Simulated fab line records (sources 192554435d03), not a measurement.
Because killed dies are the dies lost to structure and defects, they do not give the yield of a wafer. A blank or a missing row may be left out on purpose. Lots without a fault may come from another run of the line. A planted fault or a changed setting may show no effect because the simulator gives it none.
Split-lot study | flow n5Finfet | on a route of 1938 steps: 7 lots, 21 wafers read

== THE SPLIT ==
At N5_SDB_ALD_29 (deposits SiNx, target thk 30 nm, pulse time 1 s, ald cycles 600), the setting aldCycles was moved away from the recipe's 600 on 7 of the 21 wafers read, by +6.3% to +14.7%. For the rest of the wafers, this setting stayed at what the recipe calls for.

The split's own step is where the reading is taken.

== THE READING ==
SiNx_of_SDB_ALD_29.thkNm (the simulator's own value, which no gauge read), in nm, at N5_SDB_ALD_29 (deposits SiNx, target thk 30 nm, pulse time 1 s, ald cycles 600). No usual value for it is given in the file. Across the 14 wafers here that went through the recipe, the average is 30.0 nm and the standard deviation 0.17 nm.

wafer  | tool, chamber at the split | aldCycles as run | against the recipe | SiNx_of_SDB_ALD_29.thkNm, nm | against lot-mates on the recipe
L074.2 | aldSin-02, 3               | 667              | +11.2%             | 33.4                         | +3.4
L074.5 | aldSin-02, 1,0             | 600              | recipe             | 30                           | -
L074.6 | aldSin-02, 1,0             | 600              | recipe             | 30                           | -
L076.2 | aldSin-02, 2,0             | 600              | recipe             | 30                           | -
L076.5 | aldSin-02, 2,0             | 600              | recipe             | 30                           | -
L076.3 | aldSin-02, 0               | 600              | recipe             | 30.2                         | -
L082.1 | aldSin-02, 3               | 600              | recipe             | 30                           | -
L082.3 | aldSin-02, 1               | 638              | +6.3%              | 32                           | +2.0
L082.6 | aldSin-02, 3               | 638              | +6.3%              | 31.8                         | +1.8
L083.1 | aldSin-02, 2               | 600              | recipe             | 29.8                         | -
L083.2 | aldSin-02, 1,0             | 600              | recipe             | 30                           | -
L083.6 | aldSin-02, 1,0             | 600              | recipe             | 30                           | -
L084.1 | aldSin-01, 0               | 655              | +9.2%              | 32.6                         | +2.5
L084.5 | aldSin-01, 3               | 600              | recipe             | 30.4                         | -
L084.6 | aldSin-01, 0               | 600              | recipe             | 29.8                         | -
L085.2 | aldSin-01, 3               | 600              | recipe             | 30.2                         | -
L085.3 | aldSin-01, 2               | 688              | +14.7%             | 34.4                         | +4.2
L085.6 | aldSin-01, 2               | 688              | +14.7%             | 34.4                         | +4.2
L086.1 | aldSin-02, 0               | 644              | +7.3%              | 32.2                         | +2.2
L086.2 | aldSin-02, 3               | 600              | recipe             | 29.8                         | -
L086.3 | aldSin-02, 1               | 600              | recipe             | 30.2                         | -
If several chambers appear in one row, that row covers several wafers at once and the file leaves open which wafer was in which chamber.

FIT RESULTS
A straight line over all 21 wafers: SiNx_of_SDB_ALD_29.thkNm changes by +0.297 nm for each +1% of aldCycles; r = +1.00; the points scatter about the line by 0.15 nm.
The same after taking each lot's own level away (the mean of its wafers on the recipe; 21 wafers): +0.29 nm for each +1%; r = +1.00; scatter 0.15 nm.
The reading moves by 4.2 nm for the largest change in aldCycles, on that fit.
From 29.93 to 30.20 nm: that is the span of the lots' own levels, equal to 1.6 times the standard deviation above.
Consequently the slope shifts little with the lot-to-lot level, the two slopes agreeing.
Check: with one of the wafers moved furthest among these (+14.7%) left out of the fit, the line predicts +4.28 nm for it against its lot-mates. It came out at +4.2 nm against them.

== OTHER SPLITS ON THESE WAFERS ==
Note: prior to the reading, these wafers also went through further splits. Each is held against what the fit with the lots' levels taken away leaves over:
other split on the same wafers      | wafers away from the commonest value | r with SiNx_of_SDB_ALD_29.thkNm (lot level and that fit taken away)
N5_SD_EPI_N_DEVELOP_08 developTimeS | 9                                    | -0.22

== THE FILE'S OWN FIT ==
SiNx_of_SDB_ALD_29.thkNm changes by +0.291 nm for each +1% of aldCycles, r = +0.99.
